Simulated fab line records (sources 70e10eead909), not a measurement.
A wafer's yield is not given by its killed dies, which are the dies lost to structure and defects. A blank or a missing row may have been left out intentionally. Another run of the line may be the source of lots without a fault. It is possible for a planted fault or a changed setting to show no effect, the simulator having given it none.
A struck lot beside a sound one -- flow nand_harc -- 41 steps out of a route of 1159
Sound: these wafers, L156.1, L156.3, L156.4. Struck: wafers L169.2, L169.4, L169.5. At the end, the cause is stated.
Per side, at each step with rows, come the tool, then ch with its chambers, and then its first start. Under that, the readings that differ: sound wafers -- struck wafers -- difference of the means -- sigmas: that difference in standard deviations of wafers without a fault.
alike: same words and numbers on both sides, and readings whose means sit less than 2 such deviations apart. not compared: any withheld reading, any reading some wafer has no value for, any bound like >300 that may hide the same value, and any number with overlapping values for which the record gives no deviation.
A row with sigmas, a row that says differs or no value, or rows on one side alone: a step with any of these is where the two part. When numbers do not overlap yet have no deviation, they are printed without sigmas and do not part them. Lack of a reading on every wafer of one side parts them only where that side has two or more wafers.

first, 5 steps without rows for these wafers: NHARC_A_CONTACT_SOFTBAKE_03 (time 55 s); NHARC_A_CONTACT_EBR_04; NHARC_A_CONTACT_EXPOSE_05 (exposes mask A CC); NHARC_A_CONTACT_PEB_06 (peb time 65 s); NHARC_A_CONTACT_DEVELOP_07 (develop time 35 s).
NHARC_A_CONTACT_CD_MEAS_08: the cd target is 100 nm.
  sound on cd_sem-03 ch 0, day 18 15:47; struck on cd_sem-03 ch 0, day 21 12:31
  alike: cd_nm
NHARC_A_CONTACT_OVL_MEAS_09:
  sound on overlay-02, day 18 15:53; struck on overlay-01, day 21 12:37
reading,sound,struck,difference,sigmas
overlay_x_nm (nm),0.9 0.7 0.7,-1.1 -0.8 -1.0,-1.7,-2
  alike: overlay_y_nm
NHARC_A_CONTACT_INSPECT_10:
  sound on defect_inspect-01, day 18 15:55; struck on defect_inspect-02, day 21 12:39
  alike: raw_defect_count
NHARC_A_CONTACT_DESCUM_13: chemistry O2, time 3 s.
  sound on rie_diel-05 ch 0,2,3, day 18 15:59; struck on rie_diel-05 ch 0,1,2, day 21 12:43
  alike: drypump_motor_current_A, oes_product_au, rf_vpp_V, showerhead_plenum_p_Torr, throttle_valve_pct
  not compared: rf_hours_counter_h
then, 3 steps without rows for these wafers: NHARC_A_CONTACT_ETCH_88 (etches the open film in CF4, target depth 39 nm, time 65 s); NHARC_A_CONTACT_ETCH_89 (etches the open film in N2/H2, target depth 260 nm, time 475.3 s); NHARC_A_CONTACT_ETCH_30 (etches the open film in CF4/CHF3, target depth 60.5 nm, time 30.2 s).
NHARC_A_CONTACT_ETCH_31: etches the open film in O2/COS, target depth 2000 nm, time 520 s.
  sound on rie_diel-05 ch 0,2,3, day 18 16:34; struck on rie_diel-05 ch 0,2, day 21 13:28
  alike: drypump_motor_current_A, oes_product_au, rf_vpp_V, showerhead_plenum_p_Torr, throttle_valve_pct
  not compared: rf_hours_counter_h
then, 3 steps without rows for these wafers: NHARC_A_CONTACT_ETCH_134 (etches the open film in C4F8/O2/Ar, time 140 s, target depth 700 nm); NHARC_A_CONTACT_ETCH_135 (etches the open film in C4F8/O2/Ar, time 132 s, target depth 1287 nm); NHARC_A_CONTACT_ETCH_136 (etches the open film in C4F8/O2/Ar, time 132 s, target depth 1287 nm).
NHARC_A_CONTACT_ETCH_137: etches the open film in C4F8/O2/Ar, time 132 s, target depth 1287 nm.
  sound on har_cap_etch-02 ch 0,1, day 18 17:34; struck on har_cap_etch-02 ch 0,1, day 21 14:18
  not compared: rf_hours_counter_h
then, 2 steps without rows for these wafers: NHARC_A_CONTACT_ETCH_138 (etches the open film in C4F8/O2/Ar, time 132 s, target depth 1289 nm); NHARC_A_CONTACT_ETCH_139 (etches the open film in C4F8/O2/Ar, time 137 s, target depth 590 nm).
NHARC_A_CONTACT_ETCH_92: etches the open film in CH3F/O2, target depth 40 nm, time 85.7 s.
  sound on rie_diel-12 ch 0,1,3, day 18 18:23; struck on rie_diel-08 ch 0,1, day 21 15:00
  alike: drypump_motor_current_A, oes_product_au, rf_vpp_V, showerhead_plenum_p_Torr, throttle_valve_pct
  not compared: rf_hours_counter_h
then, 1 step without rows for these wafers: NHARC_A_CONTACT_ETCH_98 (etches the open film in C4F6/O2, target depth 20 nm, time 10 s).
NHARC_A_CONTACT_CD_MEAS_15:
  sound on cd_sem-03, day 18 18:35; struck on cd_sem-01, day 21 15:13
  alike: cd_nm
then, 3 steps without rows for these wafers: NHARC_A_CONTACT_STRIP_107 (strips in N2/H2); NHARC_A_CONTACT_STRIP_108 (strips in CF4/CHF3); NHARC_A_CONTACT_STRIP_109 (strips in O2/COS).
NHARC_A_CONTACT_ETCH_110: etches the open film in CF4/O2, target depth 50 nm, overetch 5 nm, time 27.5 s.
  sound on rie_diel-12 ch 0,2,3, day 18 18:53; struck on rie_diel-12 ch 2,3, day 21 15:33
reading,sound,struck,difference,sigmas
oes_f_703_au (a.u.),1.001 1.003 1.008,0.998 0.995 0.992,-0.009,-2
  alike: drypump_motor_current_A, oes_product_au, rf_vpp_V, showerhead_plenum_p_Torr, throttle_valve_pct
  not compared: rf_hours_counter_h
then, 3 steps without rows for these wafers: NHARC_A_CONTACT_STRIP_26 (strips in O2); NHARC_A_CONTACT_STRIP_27 (strips in post etch residue remover, time 600 s); NHARC_A_CONTACT_ALD_18 (deposits TiN, target thk 3 nm, pulse time 1 s, ald cycles 150).
NHARC_A_CONTACT_CVD_19: deposits W, target thk 300 nm, time 802 s.
  sound on cvd_w-01 ch 0,1; struck on cvd_w-02 ch 0,1
  alike: heater_power_w, susceptor_temp_C, throttle_valve_pct
then, 10 steps without rows for these wafers: NHARC_A_CONTACT_CMP_20 (polishes, t overpolish 30 s, target thk 300 nm); NHARC_A_CONTACT_SRD_22; NHARC_A_BLC_DEHYDRATE_00 (time 120 s); NHARC_A_BLC_HMDS_01 (time 30 s); NHARC_A_BLC_COAT_02 (time 75 s); NHARC_A_BLC_COAT_03 (time 65 s); NHARC_A_BLC_COAT_04 (resist thk 90 nm); NHARC_A_BLC_SOFTBAKE_05 (time 55 s); NHARC_A_BLC_EBR_06; NHARC_A_BLC_EXPOSE_07 (exposes mask A BLC, target cd 100 nm).
-- record jumps: 2 days between struck wafers' starts before vs after; left off in module A_BLC, resumes in module END, first step shown is number 1159 of the route --
NHARC_END_SORT_01:
  sound on prober-02 ch 0, day 21 03:55; struck on prober-01 ch 0, day 24 00:19
reading,sound,struck,difference,sigmas
killed_at_array,24 33 30,77 118 84,+64,+6
killed_dies,28 42 40,80 122 87,+60,+6
  alike: killed_at_other, killed_at_periphery, killed_open, killed_short

WHERE THEY PART
Last at NHARC_END_SORT_01 as far as this record goes, first at NHARC_A_CONTACT_OVL_MEAS_09.

WHY: what had been put in by the simulator
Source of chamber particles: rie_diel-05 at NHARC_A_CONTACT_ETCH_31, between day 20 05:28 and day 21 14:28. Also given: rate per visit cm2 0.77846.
